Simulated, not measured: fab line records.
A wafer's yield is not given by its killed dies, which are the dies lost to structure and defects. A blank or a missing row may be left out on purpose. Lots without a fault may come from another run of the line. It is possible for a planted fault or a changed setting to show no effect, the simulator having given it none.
A struck lot beside a sound one    flow n5 finfet    15 out of 1938 route steps
Sound: these wafers, L997.1, L997.3, L997.4. The struck wafers were L108.1, L108.2, L108.6. The cause comes at the end.
Per side, at each step with rows, come the tool, then ch with its chambers, and then its first start. Under that, the readings that differ: sound wafers    struck wafers    difference of the means    sigmas: that difference in standard deviations of wafers without a fault.
alike: words and numbers the same on both sides, and readings whose means are apart by under 2 such deviations; not compared: readings that were withheld, readings missing a value for some wafer, numbers with overlapping values and no deviation given by the record, and bounds like >300 which may hide the same value.
A row with sigmas, a row that says differs or no value, or rows on one side alone: a step with any of these is where the two part. Numbers that have no deviation but don't overlap get no sigmas and don't part them. A reading that every wafer of one side lacks parts them only if that side has two wafers or more.

first, 6 steps without rows for these wafers: N5_BEOL_M9_COAT_22 (resist thk 30 nm); N5_BEOL_M9_EBR_24; N5_BEOL_M9_SOFTBAKE_23 (time 60 s); N5_BEOL_M9_EXPOSE_25 (exposes mask V8); N5_BEOL_M9_PEB_26 (peb time 60 s); N5_BEOL_M9_DEVELOP_27 (develop time 30 s).
N5_BEOL_M9_CD_MEAS_28: the cd target is 70 nm.
  sound on cd sem-01 ch 0, day 10 08:35; struck on cd sem-01 ch 0, day 13 03:57
  alike: cd nm
N5_BEOL_M9_OVL_MEAS_29:
  sound on overlay-02 ch 0, day 10 08:37; struck on overlay-01 ch 0, day 13 03:59
  alike: V8_OVL
N5_BEOL_M9_INSPECT_30: inspects for defects (brightfield).
  struck on defect inspect-02, day 13 04:02; sound on defect inspect-01, day 10 08:40
  alike: raw defect count
N5_BEOL_M9_DESCUM_33: chemistry O2, time 7 s.
  sound on rie diel-06 ch 0,1,3, day 10 09:49; struck on rie diel-05 ch 0,3, day 13 04:04
  alike: drypump motor current A, o2 flow sccm, oes product au, rf vpp V, showerhead plenum p Torr, throttle valve pct
  not compared: rf hours counter h
N5_BEOL_M9_ETCH_76: etches underlayer in N2/H2, target depth 6.5 nm, time 5.2 s.
  sound on rie diel-06 ch 0,1,3, day 10 09:50; struck on rie diel-05 ch 0,3, day 13 04:06
  alike: drypump motor current A, etch rf on time s, oes product au, rf vpp V, showerhead plenum p Torr, throttle valve pct
  not compared: rf hours counter h
N5_BEOL_M9_ETCH_65: etches SiARC in CF4, target depth 15.6 nm, time 26 s.
  sound on rie diel-06 ch 0,1,3, day 10 09:52; struck on rie diel-05 ch 0,3, day 13 04:07
  alike: drypump motor current A, etch rf on time s, oes product au, rf vpp V, showerhead plenum p Torr, throttle valve pct
  not compared: rf hours counter h
N5_BEOL_M9_ETCH_66: etches SOC in N2/H2, target depth 80 nm, overetch 16 nm, time 120 s.
  sound on rie diel-06 ch 0,1,3, day 10 09:53; struck on rie diel-05 ch 0,3, day 13 04:09
reading                                     sound        struck       difference  sigmas
model.SiARC_of_BEOL_M9_COAT_64.thk nm (nm)  6.4 6.8 6.2  8.4 8.8 8.4  +2.1        
  alike: drypump motor current A, oes product au, rf vpp V, showerhead plenum p Torr, throttle valve pct
  not compared: rf hours counter h
then, 1 step without rows for these wafers: N5_BEOL_M9_STRIP_69 (strips in N2/H2).
-- a jump in the record: the struck wafers' starts before and after are 3 days apart (it breaks off in module BEOL_M9 and resumes in module PASSIVATION, where the first step shown is number 1936 of the route) --
N5_PASSIVATION_PROBE_49:
  record: rows for the struck wafers here (prober-01, day 15 17:43), none for the sound ones

## WHERE THEY PART
N5_PASSIVATION_PROBE_49 only, going by this record.

WHY: what the simulator had put in
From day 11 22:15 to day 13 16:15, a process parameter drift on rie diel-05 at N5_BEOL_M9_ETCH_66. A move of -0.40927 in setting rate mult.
